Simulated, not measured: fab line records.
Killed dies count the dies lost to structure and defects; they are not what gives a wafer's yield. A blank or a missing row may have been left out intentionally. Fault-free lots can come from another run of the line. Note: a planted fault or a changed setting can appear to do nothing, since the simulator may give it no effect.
8D (eight disciplines) problem report, filled in by code | flow nandHarc | the parts of the form that need people (team, actions taken, sign-off) are left out

1. THE ISSUE
Mean of trenchDepthNm at NHARC_P_STI_OCD_MEAS_17: 403.6 nm across 4 wafers in 3 lots; on wafers with no fault it is 300.3 nm (standard deviation 2.9). Relative to the usual mean, that is a shift of +36 standard deviations.
First observed at day 6 14:47: wafer L740.5, on ocd-01. The record holds 34 wafers of 12 lots with a number at this step. The rule behind "out" and "out of limits": a value lying over 4 standard deviations away from the usual mean. The rest of the wafers with a number are treated as sound.

2. WHAT IT IS AND WHAT IT IS NOT
question                    | is                             | is not
which readings at this step | trenchDepthNm, trenchFootCdNm  | -
which lots                  | L740, L741, L742               | L732, L733, L734, L748, L749, L750, L751, L752, L754
which wafers of those lots  | L740.5, L740.6, L741.5, L742.5 | L740.1, L741.3, L742.1
read on which gauges        | ocd-01, ocd-02                 | -
when                        | from day 6 14:47               | up to then (10 sound wafers); but 20 sound wafers of L741, L742, L748, L749, L750, L751, L752, L754 came after

3. THE SUSPECTS, EACH WITH WHAT RULES IT OUT
Counting: a tool at a process step up to the reading stays a suspect if it ran every lot that is out. Sound lots after the first of them don't rule it out here, since some wafers of a struck lot are sound.
- the gauge at NHARC_P_STI_OCD_MEAS_17: ruled out. The wafers that are out were read on 2 gauges (ocd-01, ocd-02).
- rieSi-04 at NHARC_P_STI_ETCH_15 (etches the open film in HBr/Cl2, target depth 300 nm, time 100.1 s): kept. It ran every lot that is out, first L740 (day 6 14:35). On those wafers its own readings are out: oesProductAu.
Left after counting: rieSi-04 at NHARC_P_STI_ETCH_15.

4. THE CAUSE (what the simulator had put in)
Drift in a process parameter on rieSi-04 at NHARC_P_STI_ETCH_15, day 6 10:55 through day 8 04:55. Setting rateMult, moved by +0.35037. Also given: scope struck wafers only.
This tool alone remained once counting was done.

5. SEQUENCE OF EFFECTS, ordered by route
Each row: a reading whose mean over the struck wafers that have a number lies more than 3 standard deviations from the usual. Scope: only readings with a usual standard deviation given in the record; hours: median across lots of the time from each lot's start at the first step in this table that gives one to its start at this step; sigmas: change in usual standard deviations.
hours | step                    | reading        | usual      | on struck wafers | change | sigmas
0     | NHARC_P_STI_ETCH_15     | oesProductAu   | 1.000 a.u. | 1.213            | +0.213 | +26
0     | NHARC_P_STI_OCD_MEAS_17 | trenchDepthNm  | 300.3 nm   | 403.6            | +103.3 | +36
0     | NHARC_P_STI_OCD_MEAS_17 | trenchFootCdNm | 157.4 nm   | 143.4            | -14.0  | -7.0
Process steps it contains:
- NHARC_P_STI_ETCH_15: etches the open film in HBr/Cl2, target depth 300 nm, time 100.1 s.

6. HOW IT WOULD HAVE BEEN CAUGHT EARLIER
In this record the first reading out of limits at a measuring or inspecting step was taken at day 6 14:47, 4 hours after the fault began at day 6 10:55.
The tool's own readings at NHARC_P_STI_ETCH_15 were out on every struck wafer that the step has a row for (oesProductAu): an alarm limit on them would have fired on the first of those.
Lots out: 3; of these, L741, L742 started NHARC_P_STI_ETCH_15 on rieSi-04 after day 6 14:47. A hold on the tool at that time would have spared those 2.
